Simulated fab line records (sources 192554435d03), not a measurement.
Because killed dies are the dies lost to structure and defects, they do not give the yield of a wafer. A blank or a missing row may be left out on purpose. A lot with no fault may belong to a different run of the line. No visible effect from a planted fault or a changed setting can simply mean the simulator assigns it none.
fab line records	flow n5_finfet
record lots=7	wafers=21
route steps=1938 shown BEOL_M10@1476 BEOL_M13@1659 BEOL_M14@1718 BEOL_M15@1809
start_h: hours from the record's first day to the start of the lot's first wafer shown	wait_h: time in hours since the lot's previous step	" same as the row above	L1.1+2: a single row standing in for several wafers	- either no value or no given start	* or withheld: withheld	< > ~ a bound
route shown NAME@n: names a module that has steps shown in the file, with the first one's number in the route	usual: mean and standard deviation over wafers with no fault	same: alike in all rows	chamber/n: place in a boat	sites: the reading at each site	_std_site: how widely they spread, as a standard deviation	_edge_site: the outer-site mean with the inner-site mean subtracted	radius_mm: for every site, how far away it sits from the centre of the wafer	mask NAME#n: copy n	behind: the last tool/chamber to shape the wafer	hold: reason for holding the lot/hours on hold/outcome of the hold	device: the n, p or np transistor that did not switch	end of line: tests run on the same wafers once the route is complete	for a step that has no rows: nothing shown but its recipe	killed: count of dies lost to structure and defects at first sort (not the wafer's yield)	map: shows each die of a wafer: x if killed, . if not, _ if none is there
set.NAME: the setting the step ran with; set.NAME@STEP: the setting that earlier step ran with	model.NAME: the simulator's own value behind a step, which no gauge read
lots run with intentionally changed settings; tables by step, rows by wafer
## steps
# step N5_BEOL_M10_COAT_60
# recipe resist=SiARC	temp_c=220	time_s=60	spin_rpm=1500	resist_thk_nm=30
lot.wafer	tool	chamber	start_h	wait_h	set.spin_rpm	model.SiARC_of_BEOL_M10_COAT_60.thk_nm
L081.2	litho_track-02	0	-	-	1500	30
L081.4+6	"	0	"	"	1633	28.8
L082.4+5+6	litho_track-05	0	-	-	1500	30
L085.2	litho_track-02	0	-	-	1500	29.8
L085.3	"	0	"	"	1615	28.8
L085.4	"	0	"	"	1615	29
L086.1+3+5	litho_track-05	0	-	-	1500	30
L089.4+5	litho_track-05	0	-	-	1440	30.6
L089.6	"	0	"	"	1500	30
L090.2+4	litho_track-02	0	-	-	1500	30
L090.3	"	0	"	"	1500	29.8
L097.4+5	litho_track-05	0	-	-	1500	30
L097.6	"	0	"	"	1564	29.4
# step N5_BEOL_M10_COAT_05
# recipe resist=CAR-ArF	spin_rpm=1500	resist_thk_nm=90
# step N5_BEOL_M10_EBR_07
# recipe solvent=PGMEA	ebr_width_mm=1.5
# step N5_BEOL_M10_DESCUM_16
# recipe chemistry=O2	time_s=7.9	source_power_w=50	bias_power_w=20	pressure_mtorr=20	rf_frequency_hz=2.712e+07	temp_c=40	resist=CAR-ArF	o2_flow_sccm=225
# step N5_BEOL_M10_ETCH_61
# recipe chemistry=CF4	target=SiARC	target_depth_a=390	mask_material=CAR-ArF	time_s=65	ion_energy_ev=80	pressure_mtorr=40	source_w=545	bias_w=36	Ar_flow_sccm=100	cf4_flow_sccm=100	ends=cleared
lot.wafer	tool	chamber	start_h	wait_h	set.spin_rpm@BEOL_M10_COAT_60	model.etch.depth_nm	model.CAR-ArF_of_BEOL_M10_COAT_05.thk_nm
L081.2	rie_diel-03	3	258.72	0.0	1500	30.01	55.8
L081.4	"	0	"	"	1633	28.76	56.6
L081.6	"	0	"	"	1633	28.81	56.4
L082.4	rie_diel-06	1	266.23	0.0	1500	29.94	55.6
L082.5	"	2	"	"	1500	30.09	55.2
L082.6	"	1	"	"	1500	29.97	55.4
L085.2	rie_diel-03	1	274.22	0.0	1500	29.87	55.6
L085.3	"	3	"	"	1615	28.72	56.6
L085.4	"	0	"	"	1615	28.91	56.6
L086.1	rie_diel-03	0	295.00	0.0	1500	29.99	55.8
L086.3	"	3	"	"	1500	30.02	55.6
L086.5	"	1	"	"	1500	29.99	55.6
L089.4	rie_diel-03	3	307.46	0.0	1440	30.56	55.4
L089.5	"	2	"	"	1440	30.58	55.2
L089.6	"	1	"	"	1500	29.95	55.8
L090.2	rie_diel-02	3	316.15	0.0	1500	29.93	55.4
L090.3	"	2	"	"	1500	29.83	55.6
L090.4	"	3	"	"	1500	30	55.4
L097.4	rie_diel-06	0	349.60	0.0	1500	29.93	55.4
L097.5	"	1	"	"	1500	29.99	55.2
L097.6	"	2	"	"	1564	29.39	55.4
# step N5_BEOL_M10_ETCH_62
# recipe chemistry=N2/H2	target=SOC	target_depth_a=1100	overetch_a=220	mask_material=SiARC	temp_c=40	time_s=165	ion_energy_ev=200	pressure_mtorr=30	source_w=840	bias_w=150	n2_flow_sccm=200	h2_flow_sccm=200
lot.wafer	tool	chamber	start_h	wait_h	set.spin_rpm@BEOL_M10_COAT_60	model.SiARC_of_BEOL_M10_COAT_60.thk_nm
L081.2	rie_diel-03	3	258.77	0.0	1500	24
L081.4+6	"	0	"	"	1633	22
L082.4+5+6	rie_diel-06	1,2,1	266.28	0.0	1500	23.4
L085.2	rie_diel-03	1	274.27	0.0	1500	23.4
L085.3	"	3	"	"	1615	22.8
L085.4	"	0	"	"	1615	22.2
L086.1	rie_diel-03	0	295.05	0.0	1500	23.2
L086.3	"	3	"	"	1500	24.2
L086.5	"	1	"	"	1500	23.6
L089.4	rie_diel-03	3	307.51	0.0	1440	24.6
L089.5	"	2	"	"	1440	24.2
L089.6	"	1	"	"	1500	23.4
L090.2	rie_diel-02	3	316.20	0.0	1500	23.2
L090.3+4	"	2,3	"	"	1500	23.4
L097.4	rie_diel-06	0	349.65	0.0	1500	23.8
L097.5	"	1	"	"	1500	23.4
L097.6	"	2	"	"	1564	22.8
# step N5_BEOL_M13_ILD_DEP_00
# recipe material=SiOC	target_thk_a=8379.2	temp_c=350	precursor=DEMS/O2	pressure_torr=5	rf_w=500	time_s=166.4
lot.wafer	tool	chamber	start_h	wait_h	set.time_s	model.SiOC_of_BEOL_M13_ILD_DEP_00.thk_nm
L081.2	pecvd-04	0	275.35	0.0	173.4	863.2
L081.4	"	0	"	"	173.4	881.8
L081.6	"	1	"	"	173.4	873.2
L082.4	pecvd-02	2	286.03	0.1	143.4	735.6
L082.5	"	2	"	"	143.4	739.4
L082.6	"	1	"	"	166.4	838.6
L085.2	pecvd-01	1	293.12	0.0	166.4	847
L085.3	"	0	"	"	152.3	770.6
L085.4	"	0	"	"	152.3	790
L086.1	pecvd-04	0	314.74	0.0	166.4	824
L086.3	"	2	"	"	166.4	830.6
L086.5	"	0	"	"	166.4	829.8
L089.4	pecvd-01	1	325.28	0.1	166.4	859
L089.5	"	2	"	"	166.4	848.2
L089.6	"	0	"	"	166.4	844.6
L090.2	pecvd-01	1	332.14	0.0	166.4	851.8
L090.3	"	0	"	"	141.5	718.6
L090.4	"	2	"	"	141.5	722.8
L097.4	pecvd-04	2	371.23	0.1	181.9	921
L097.5	"	0	"	"	166.4	844.8
L097.6	"	1	"	"	166.4	841.6
# step N5_BEOL_M13_THK_MEAS_01
# recipe reads=SiOC_of_BEOL_M13_ILD_DEP_00
# usual M13_ILD_THK=841/12
lot.wafer	tool	chamber	start_h	wait_h	set.time_s@BEOL_M13_ILD_DEP_00	M13_ILD_THK[nm]
L081.2	film_metro-02	-	275.50	0.1	173.4	863
L081.4	"	-	"	"	173.4	882
L081.6	"	-	"	"	173.4	873
L082.4	film_metro-01	-	286.19	0.1	143.4	735
L082.5	"	-	"	"	143.4	740
L082.6	"	-	"	"	166.4	839
L085.2	film_metro-02	-	293.27	0.1	166.4	846
L085.3	"	-	"	"	152.3	771
L085.4	"	-	"	"	152.3	790
L086.1	film_metro-01	-	314.89	0.1	166.4	824
L086.3	"	-	"	"	166.4	830
L086.5	"	-	"	"	166.4	830
L089.4	film_metro-01	-	325.37	0.0	166.4	860
L089.5	"	-	"	"	166.4	848
L089.6	"	-	"	"	166.4	843
L090.2	film_metro-02	-	332.29	0.1	166.4	851
L090.3	"	-	"	"	141.5	718
L090.4	"	-	"	"	141.5	723
L097.4	film_metro-02	-	371.33	0.0	181.9	921
L097.5	"	-	"	"	166.4	845
L097.6	"	-	"	"	166.4	842
# step N5_BEOL_M13_COAT_58
# recipe resist=BARC	temp_c=205	time_s=60	spin_rpm=1500	resist_thk_nm=89
lot.wafer	tool	chamber	start_h	wait_h	set.spin_rpm	model.BARC_of_BEOL_M13_COAT_58.thk_nm
L081.2	litho_track-01	0	275.53	0.0	1608	86
L081.4	"	0	"	"	1500	88.8
L081.6	"	0	"	"	1500	89.2
L082.4	litho_track-02	0	286.22	0.0	1398	91.6
L082.5	"	0	"	"	1500	88.4
L082.6	"	0	"	"	1500	88.6
L085.2+3	litho_track-01	0	293.30	0.0	1500	89
L085.4	"	0	"	"	1500	88.6
L086.1+5	litho_track-02	0	314.92	0.0	1500	89.2
L086.3	"	0	"	"	1500	89
L089.4+6	litho_track-01	0	325.40	0.0	1500	88.4
L089.5	"	0	"	"	1500	88.6
L090.2+3	litho_track-04	0	332.32	0.0	1584	86.6
L090.4	"	0	"	"	1500	88.8
L097.4+5+6	litho_track-02	0	371.36	0.0	1500	88.8
# step N5_BEOL_M13_COAT_04
# recipe spin_rpm=1625	resist_thk_nm=400
# step N5_BEOL_M13_EBR_06
# recipe solvent=PGMEA	ebr_width_mm=1.5
# step N5_BEOL_M13_DESCUM_15
# recipe chemistry=O2	time_s=7.9	source_power_w=50	bias_power_w=20	pressure_mtorr=20	rf_frequency_hz=2.712e+07	temp_c=40	o2_flow_sccm=225
# step N5_BEOL_M13_ETCH_59
# recipe chemistry=N2/H2	target=BARC	target_depth_a=890	overetch_a=267	time_s=67.9	ion_energy_ev=200	pressure_mtorr=30	source_w=840	bias_w=150	n2_flow_sccm=200	h2_flow_sccm=200
lot.wafer	tool	chamber	start_h	wait_h	set.spin_rpm@BEOL_M13_COAT_58	model.etch.depth_nm
L081.2	rie_diel-01	3	276.25	0.0	1608	85.94
L081.4	"	1	"	"	1500	88.81
L081.6	"	3	"	"	1500	89.14
L082.4	rie_diel-05	0	286.65	0.0	1398	91.68
L082.5	"	2	"	"	1500	88.5
L082.6	"	1	"	"	1500	88.51
L085.2	rie_diel-01	2	293.70	0.0	1500	89.02
L085.3	"	0	"	"	1500	88.94
L085.4	"	1	"	"	1500	88.69
L086.1	rie_diel-05	2	315.55	0.0	1500	89.28
L086.3	"	1	"	"	1500	89.04
L086.5	"	1	"	"	1500	89.29
L089.4	rie_diel-05	3	325.94	0.0	1500	88.35
L089.5	"	1	"	"	1500	88.64
L089.6	"	2	"	"	1500	88.49
L090.2	rie_diel-05	1	332.71	0.0	1584	86.62
L090.3	"	3	"	"	1584	86.7
L090.4	"	1	"	"	1500	88.83
L097.4+5	rie_diel-01	2,1	371.88	0.0	1500	88.87
L097.6	"	0	"	"	1500	88.77
# step N5_BEOL_M13_VIA_ETCH_16
# recipe chemistry=C4F8/O2/Ar	target=SiOC	pressure_mtorr=30	source_w=3000	bias_w=700	Ar_flow_sccm=400	C4F8_flow_sccm=15	O2_flow_sccm=8	he_inner_torr=15	he_outer_torr=30	target_depth_a=9217	time_s=withheld	ion_energy_ev=250	ends=cleared
lot.wafer	tool	chamber	start_h	wait_h	set.time_s@BEOL_M13_ILD_DEP_00	model.etch.depth_nm	model.coat_of_BEOL_M13_COAT_04.thk_nm
L081.2	rie_diel-01	3	276.31	0.0	*	863.1	58.6
L081.4	"	1	"	"	*	881.8	58.4
L081.6	"	3	"	"	*	873.3	56.8
L082.4	rie_diel-05	0	286.70	0.0	*	735.5	97.4
L082.5	"	2	"	"	*	739.4	101.4
L082.6	"	1	"	"	*	838.6	70.6
L085.2	rie_diel-01	2	293.75	0.0	*	847.1	66
L085.3	"	0	"	"	*	770.6	89.8
L085.4	"	1	"	"	*	790.1	89.6
L086.1	rie_diel-05	2	315.60	0.0	*	824.1	77
L086.3	"	1	"	"	*	830.6	73.8
L086.5	"	1	"	"	*	829.9	74.4
L089.4	rie_diel-05	3	326.08	0.1	*	859.1	69.4
L089.5	"	1	"	"	*	848.2	69
L089.6	"	2	"	"	*	844.6	70.2
L090.2	rie_diel-05	1	332.77	0.0	*	851.7	71.6
L090.3	"	3	"	"	*	718.6	112.4
L090.4	"	1	"	"	*	722.8	109.8
L097.4	rie_diel-01	2	371.93	0.0	*	920.9	44.6
L097.5	"	1	"	"	*	844.7	72.2
L097.6	"	0	"	"	*	841.6	68.8
# step N5_BEOL_M13_STRIP_63
# recipe chemistry=N2/H2	power_w=1000	temp_c=250	h2_frac=0.65	overash_fraction=0.3	pressure_mtorr=1000	n2_flow_sccm=1750	h2_flow_sccm=3250
# usual strip_time_to_endpoint_s=27.8/1.1
lot.wafer	tool	chamber	start_h	wait_h	set.time_s@BEOL_M13_ILD_DEP_00	strip_time_to_endpoint_s
L081.2	plasma_asher-02	0	276.54	-	173.4	24.3
L081.4	"	0	"	"	173.4	24.2
L081.6	"	0	"	"	173.4	23.7
L082.4	plasma_asher-01	0	287.08	-	143.4	35.5
L082.5	"	1	"	"	143.4	36.6
L082.6	"	0	"	"	166.4	27.9
L085.2	plasma_asher-02	0	293.98	-	166.4	26.5
L085.3	"	1	"	"	152.3	33.3
L085.4	"	0	"	"	152.3	33.3
L086.1	plasma_asher-02	1	315.83	-	166.4	29.7
L086.3	"	1	"	"	166.4	28.8
L086.5	"	1	"	"	166.4	29.0
L089.4	plasma_asher-01	1	326.23	-	166.4	27.5
L089.5	"	1	"	"	166.4	27.4
L089.6	"	0	"	"	166.4	27.7
L090.2	plasma_asher-02	1	333.01	-	166.4	28.1
L090.3	"	0	"	"	141.5	39.6
L090.4	"	1	"	"	141.5	38.9
L097.4	plasma_asher-01	1	372.18	-	181.9	19.9
L097.5	"	1	"	"	166.4	28.3
L097.6	"	0	"	"	166.4	27.3
# step N5_BEOL_M13_STRIP_64
# recipe chemistry=N2/H2	power_w=1000	temp_c=250	h2_frac=0.65	overash_fraction=0.3	pressure_mtorr=withheld	n2_flow_sccm=1750	h2_flow_sccm=3250
# usual strip_time_to_endpoint_s=31.30/0.078
lot.wafer	tool	chamber	start_h	wait_h	set.spin_rpm@BEOL_M13_COAT_58	strip_time_to_endpoint_s
L081.2	plasma_asher-02	0	276.60	0.0	1608	30.44
L081.4	"	0	"	"	1500	31.25
L081.6	"	0	"	"	1500	31.35
L082.4	plasma_asher-01	0	287.14	0.0	1398	32.08
L082.5	"	1	"	"	1500	31.17
L082.6	"	0	"	"	1500	31.16
L085.2	plasma_asher-02	0	294.04	0.0	1500	31.31
L085.3	"	1	"	"	1500	31.30
L085.4	"	0	"	"	1500	31.22
L086.1	plasma_asher-02	1	315.89	0.0	1500	31.38
L086.3	"	1	"	"	1500	31.32
L086.5	"	1	"	"	1500	31.38
L089.4	plasma_asher-01	1	326.29	0.0	1500	31.12
L089.5	"	1	"	"	1500	31.22
L089.6	"	0	"	"	1500	31.17
L090.2	plasma_asher-02	1	333.07	0.0	1584	30.64
L090.3	"	0	"	"	1584	30.66
L090.4	"	1	"	"	1500	31.25
L097.4	plasma_asher-01	1	372.24	0.0	1500	31.28
L097.5	"	1	"	"	1500	31.29
L097.6	"	0	"	"	1500	31.26
# step N5_BEOL_M13_STRIP_71
# recipe chemistry=post_etch_residue_remover	time_s=60	temp_c=25	remover_ph=withheld	remover_water_wt_pct=withheld	remover_fluoride_wt_pct=withheld
# step N5_BEOL_M13_SRD_72
# recipe time_s=30	temp_c=23	rinse_liquid=diw	dry=n2_spin	spin_rpm=1500	dry_time_s=30
# step N5_BEOL_M13_STRIP_37
# recipe chemistry=N2/H2	power_w=1000	temp_c=250	h2_frac=0.65	overash_fraction=0.3	pressure_mtorr=withheld	n2_flow_sccm=1750	h2_flow_sccm=3250
# step N5_BEOL_M13_ETCH_38
# recipe chemistry=CF4/N2	target=SiCN	target_depth_a=675	taper_deg=2	time_s=71.9	ion_energy_ev=150	mask_material=SiO2	pressure_mtorr=40	source_w=430	bias_w=70	Ar_flow_sccm=100	cf4_flow_sccm=60	n2_flow_sccm=60
lot.wafer	tool	chamber	start_h	wait_h	set.time_s@BEOL_M13_ILD_DEP_00	model.SiOC_of_BEOL_M13_ILD_DEP_00.thk_nm
L081.2	rie_diel-01	1	279.08	-	173.4	817
L081.4	"	1	"	"	173.4	836.4
L081.6	"	3	"	"	173.4	824.8
L082.4	rie_diel-04	0	290.26	-	143.4	689
L082.5	"	0	"	"	143.4	692.4
L082.6	"	3	"	"	166.4	788
L085.2	rie_diel-04	1	299.33	-	166.4	797.2
L085.3	"	0	"	"	152.3	724
L085.4	"	2	"	"	152.3	740.6
L086.1	rie_diel-01	0	318.34	-	166.4	776.6
L086.3	"	1	"	"	166.4	784.8
L086.5	"	3	"	"	166.4	781.6
L089.4	rie_diel-01	3	329.85	-	166.4	810.2
L089.5	"	2	"	"	166.4	797.6
L089.6	"	3	"	"	166.4	796
L090.2	rie_diel-01	2	335.45	-	166.4	802.2
L090.3	"	0	"	"	141.5	671.6
L090.4	"	1	"	"	141.5	677.2
L097.4	rie_diel-05	3	376.97	-	181.9	876.2
L097.5	"	2	"	"	166.4	797.6
L097.6	"	3	"	"	166.4	796.6
# step N5_BEOL_M14_COAT_58
# recipe resist=BARC	temp_c=205	time_s=60	spin_rpm=1500	resist_thk_nm=89
lot.wafer	tool	chamber	start_h	wait_h	set.spin_rpm	model.BARC_of_BEOL_M14_COAT_58.thk_nm
L081.2+4+6	litho_track-03	0	280.82	0.0	1500	88.6
L082.4	litho_track-03	0	292.28	0.0	1500	88.6
L082.5	"	0	"	"	1434	91
L082.6	"	0	"	"	1434	90.8
L085.2	litho_track-05	0	301.45	0.0	1500	89.2
L085.3+4	"	0	"	"	1500	89
L086.1	litho_track-03	0	320.69	0.0	1500	88.8
L086.3+5	"	0	"	"	1500	89
L089.4	litho_track-03	0	331.95	0.0	1500	89.4
L089.5+6	"	0	"	"	1500	89.2
L090.2	litho_track-03	0	337.81	0.0	1500	89
L090.3+4	"	0	"	"	1561	87.2
L097.4	litho_track-03	0	379.02	0.0	1500	89
L097.5+6	"	0	"	"	1500	88.8
# step N5_BEOL_M14_ETCH_59
# recipe chemistry=N2/H2	target=BARC	target_depth_a=890	overetch_a=267	time_s=67.9	ion_energy_ev=200	pressure_mtorr=30	source_w=840	bias_w=150	n2_flow_sccm=200	h2_flow_sccm=200
lot.wafer	tool	chamber	start_h	wait_h	set.time_s	set.spin_rpm@BEOL_M14_COAT_58	model.coat_of_BEOL_M14_COAT_04.thk_nm	model.etch.depth_nm
L081.2	rie_diel-02	3	281.22	0.0	67.9	1500	715.4	88.54
L081.4	"	1	"	"	53.06	1500	729.4	88.57
L081.6	"	0	"	"	67.9	1500	718.4	88.56
L082.4	rie_diel-02	1	292.70	0.0	67.9	1500	715.4	88.62
L082.5	"	3	"	"	57.86	1434	724.6	91.01
L082.6	"	0	"	"	67.9	1434	719.6	90.7
L085.2	rie_diel-03	3	301.89	0.0	67.9	1500	715.8	89.11
L085.3	"	2	"	"	67.9	1500	719.2	88.97
L085.4	"	1	"	"	67.9	1500	716.8	88.97
L086.1	rie_diel-06	3	321.17	0.0	67.9	1500	720.4	88.85
L086.3	"	0	"	"	67.9	1500	723.8	88.95
L086.5	"	1	"	"	67.9	1500	717.6	89.07
L089.4	rie_diel-03	1	332.47	0.0	67.9	1500	722.2	89.36
L089.5	"	1	"	"	67.9	1500	721.8	89.12
L089.6	"	0	"	"	67.9	1500	718.4	89.23
L090.2	rie_diel-02	3	338.33	0.0	53.87	1500	729.2	88.93
L090.3	"	1	"	"	53.87	1561	728.2	87.19
L090.4	"	0	"	"	67.9	1561	712.6	87.26
L097.4	rie_diel-06	1	379.42	0.0	67.9	1500	714	89.02
L097.5	"	2	"	"	67.9	1500	714.2	88.81
L097.6	"	1	"	"	67.9	1500	714.2	88.85
# step N5_BEOL_M15_TRENCH_ETCH_34
# recipe chemistry=C4F8/O2/Ar	target=SiO2	target_depth_a=8729.3	he_inner_torr=15	he_outer_torr=30	time_s=199	ion_energy_ev=800	pressure_mtorr=20	source_w=1905	bias_w=2040	Ar_flow_sccm=400	C4F8_flow_sccm=16	O2_flow_sccm=12
lot.wafer	tool	chamber	start_h	wait_h	set.time_s	model.etch.depth_nm	model.coat_of_BEOL_M15_COAT_22.thk_nm
L081.2	rie_diel-04	1	288.30	0.0	199	895	538.6
L081.4	"	0	"	"	199	849.1	549.4
L081.6	"	2	"	"	199	891.4	535.2
L082.4	rie_diel-01	1	298.86	0.1	199	849.1	552.8
L082.5	"	0	"	"	223.2	960	529
L082.6	"	2	"	"	223.2	984.6	518.4
L085.2	rie_diel-04	0	308.89	0.0	199	861.4	547.2
L085.3	"	3	"	"	199	888.8	537.6
L085.4	"	1	"	"	199	895.3	535.6
L086.1	rie_diel-05	3	328.70	0.0	199	835	558.2
L086.3	"	1	"	"	199	861.8	546.6
L086.5	"	2	"	"	199	862.4	545.6
L089.4	rie_diel-04	0	340.67	0.0	161	685.5	584.6
L089.5	"	3	"	"	199	877.2	537.8
L089.6	"	2	"	"	199	875.8	543.8
L090.2	rie_diel-01	0	345.48	0.0	199	856.7	549.2
L090.3	"	1	"	"	221.6	949.7	529.4
L090.4	"	3	"	"	221.6	974.1	516
L097.4	rie_diel-05	2	388.16	0.0	155.2	676.3	582.2
L097.5	"	3	"	"	155.2	644	592.4
L097.6	"	0	"	"	199	900.6	529.8
## key
split step=N5_BEOL_M10_COAT_60	setting=spin_rpm	stated=1500	by=wafer
response step=N5_BEOL_M10_COAT_60	reading=model.SiARC_of_BEOL_M10_COAT_60.thk_nm	change=-0.131	per=1%	r=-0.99
response step=N5_BEOL_M10_ETCH_61	reading=model.etch.depth_nm	change=-0.139	per=1%	r=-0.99
response step=N5_BEOL_M10_ETCH_61	reading=model.CAR-ArF_of_BEOL_M10_COAT_05.thk_nm	change=+0.095	per=1%	r=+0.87
response step=N5_BEOL_M10_ETCH_62	reading=model.SiARC_of_BEOL_M10_COAT_60.thk_nm	change=-0.187	per=1%	r=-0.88
split step=N5_BEOL_M13_ILD_DEP_00	setting=time_s	stated=166.4	by=wafer
response step=N5_BEOL_M13_ILD_DEP_00	reading=model.SiOC_of_BEOL_M13_ILD_DEP_00.thk_nm	change=+8.11	per=1%	r=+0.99
response step=N5_BEOL_M13_THK_MEAS_01	reading=M13_ILD_THK	change=+8.09	per=1%	r=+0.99
response step=N5_BEOL_M13_VIA_ETCH_16	reading=model.etch.depth_nm	change=+8.11	per=1%	r=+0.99
response step=N5_BEOL_M13_VIA_ETCH_16	reading=model.coat_of_BEOL_M13_COAT_04.thk_nm	change=-2.5	per=1%	r=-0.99
response step=N5_BEOL_M13_STRIP_63	reading=strip_time_to_endpoint_s	change=*	per=1%	r=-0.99
response step=N5_BEOL_M13_ETCH_38	reading=model.SiOC_of_BEOL_M13_ILD_DEP_00.thk_nm	change=+7.92	per=1%	r=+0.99
split step=N5_BEOL_M13_COAT_58	setting=spin_rpm	stated=1500	by=wafer
response step=N5_BEOL_M13_COAT_58	reading=model.BARC_of_BEOL_M13_COAT_58.thk_nm	change=-0.425	per=1%	r=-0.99
response step=N5_BEOL_M13_ETCH_59	reading=model.etch.depth_nm	change=-0.43	per=1%	r=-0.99
response step=N5_BEOL_M13_STRIP_64	reading=strip_time_to_endpoint_s	change=*	per=1%	r=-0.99
split step=N5_BEOL_M14_COAT_58	setting=spin_rpm	stated=1500	by=wafer
response step=N5_BEOL_M14_COAT_58	reading=model.BARC_of_BEOL_M14_COAT_58.thk_nm	change=-0.486	per=1%	r=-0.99
response step=N5_BEOL_M14_ETCH_59	reading=model.etch.depth_nm	change=-0.467	per=1%	r=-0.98
split step=N5_BEOL_M14_ETCH_59	setting=time_s	stated=67.9	by=wafer
response step=N5_BEOL_M14_ETCH_59	reading=model.coat_of_BEOL_M14_COAT_04.thk_nm	change=-0.633	per=1%	r=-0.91
split step=N5_BEOL_M15_TRENCH_ETCH_34	setting=time_s	stated=199	by=wafer
response step=N5_BEOL_M15_TRENCH_ETCH_34	reading=model.etch.depth_nm	change=+10.3	per=1%	r=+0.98
response step=N5_BEOL_M15_TRENCH_ETCH_34	reading=model.coat_of_BEOL_M15_COAT_22.thk_nm	change=-2.45	per=1%	r=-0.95
